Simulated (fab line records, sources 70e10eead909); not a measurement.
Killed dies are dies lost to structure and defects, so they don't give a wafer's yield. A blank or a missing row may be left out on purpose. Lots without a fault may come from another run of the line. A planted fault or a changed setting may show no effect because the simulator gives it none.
A struck lot beside a sound one | flow nand_harc | 14 steps out of a route of 1302
Sound: wafers L178.1, L178.3, L178.5. Struck: wafer L186.4. (L186.3, L186.6 of the same lot were not struck and are left out.) The cause comes at the end.
At each step with rows: each side's tool, then ch and its chambers, then its first start. Under that, the readings that differ: sound wafers | struck wafers | difference of the means | sigmas: that difference in standard deviations of wafers without a fault.
alike: readings whose means differ by less than 2 such deviations, and words and numbers that are the same on both sides. not compared: withheld readings, readings that some wafer has no value for, bounds like >300 that may hide the same value, and numbers for which the record gives no deviation and whose values overlap.
The two part at a step that has a row with sigmas, a row that says differs or no value, or rows on one side only. Numbers that don't overlap but have no deviation are shown without sigmas and don't part them. A reading that every wafer of one side lacks parts them only if that side has two wafers or more.

first, 8 steps without rows for these wafers: NHARC_A_CHANNEL_HOLE_D1_COAT_36 (time 75 s); NHARC_A_CHANNEL_HOLE_D1_COAT_37 (time 65 s); NHARC_A_CHANNEL_HOLE_D1_COAT_04 (resist thk 90 nm); NHARC_A_CHANNEL_HOLE_D1_SOFTBAKE_05 (time 55 s); NHARC_A_CHANNEL_HOLE_D1_EBR_06; NHARC_A_CHANNEL_HOLE_D1_EXPOSE_07 (exposes mask HOLE D1, target cd 100 nm); NHARC_A_CHANNEL_HOLE_D1_PEB_08 (peb time 65 s); NHARC_A_CHANNEL_HOLE_D1_DEVELOP_09 (develop time 35 s).
NHARC_A_CHANNEL_HOLE_D1_CD_MEAS_10: target cd 100 nm.
  sound on cd_sem-02 ch 0, day 10 16:35; struck on cd_sem-01 ch 0, day 14 09:36
  alike: cd_nm
NHARC_A_CHANNEL_HOLE_D1_OVL_MEAS_11:
  sound on overlay-02, day 10 16:40; struck on overlay-01, day 14 09:41
  alike: overlay_x_nm, overlay_y_nm
NHARC_A_CHANNEL_HOLE_D1_INSPECT_12:
  sound on defect_inspect-01, day 10 16:43; struck on defect_inspect-01, day 14 09:43
  reading          | sound  | struck | difference | sigmas
  raw_defect_count | 7 11 8 | 3      | -6         | -2
NHARC_A_CHANNEL_HOLE_D1_DESCUM_15: chemistry O2, time 3 s.
  sound on rie_diel-07 ch 0,2, day 10 16:47; struck on rie_diel-05 ch 2, day 14 09:47
  reading                         | sound                | struck | difference | sigmas
  showerhead_plenum_p_Torr (Torr) | 1.99 2.06 2.06       | 1.83   | -0.21      | -2
  throttle_valve_pct (%)          | 11.328 11.307 11.298 | 11.336 | +0.025     | +3
  alike: drypump_motor_current_A, o2_flow_sccm, oes_product_au, rf_vpp_V
  not compared: rf_hours_counter_h
NHARC_A_CHANNEL_HOLE_D1_ETCH_38: etches the open film in CF4, target depth 39 nm, time 65 s.
  sound on rie_diel-07 ch 1,2, day 10 16:52; struck on rie_diel-05 ch 3, day 14 09:52
  reading          | sound             | struck | difference | sigmas
  rf_vpp_V (V)     | 152.0 149.5 149.3 | 152.8  | +2.5       | +2
  run_length_s (s) | 85.8 86.5 86.3    | 67.4   | -18.8      | -46
  alike: drypump_motor_current_A, oes_product_au, showerhead_plenum_p_Torr, throttle_valve_pct
  not compared: rf_hours_counter_h
NHARC_A_CHANNEL_HOLE_D1_ETCH_39: etches the open film in N2/H2, target depth 260 nm, time 325 s.
  sound on rie_diel-07 ch 1,2,3; struck on rie_diel-05 ch 1
  alike: drypump_motor_current_A, oes_product_au, rf_vpp_V, run_length_s, showerhead_plenum_p_Torr, throttle_valve_pct
  not compared: rf_hours_counter_h

WHERE THEY PART
First at NHARC_A_CHANNEL_HOLE_D1_INSPECT_12; last, within this record, at NHARC_A_CHANNEL_HOLE_D1_ETCH_38. Later steps at which nothing parts them and some readings are alike: NHARC_A_CHANNEL_HOLE_D1_ETCH_39.

WHY: what the simulator had put in
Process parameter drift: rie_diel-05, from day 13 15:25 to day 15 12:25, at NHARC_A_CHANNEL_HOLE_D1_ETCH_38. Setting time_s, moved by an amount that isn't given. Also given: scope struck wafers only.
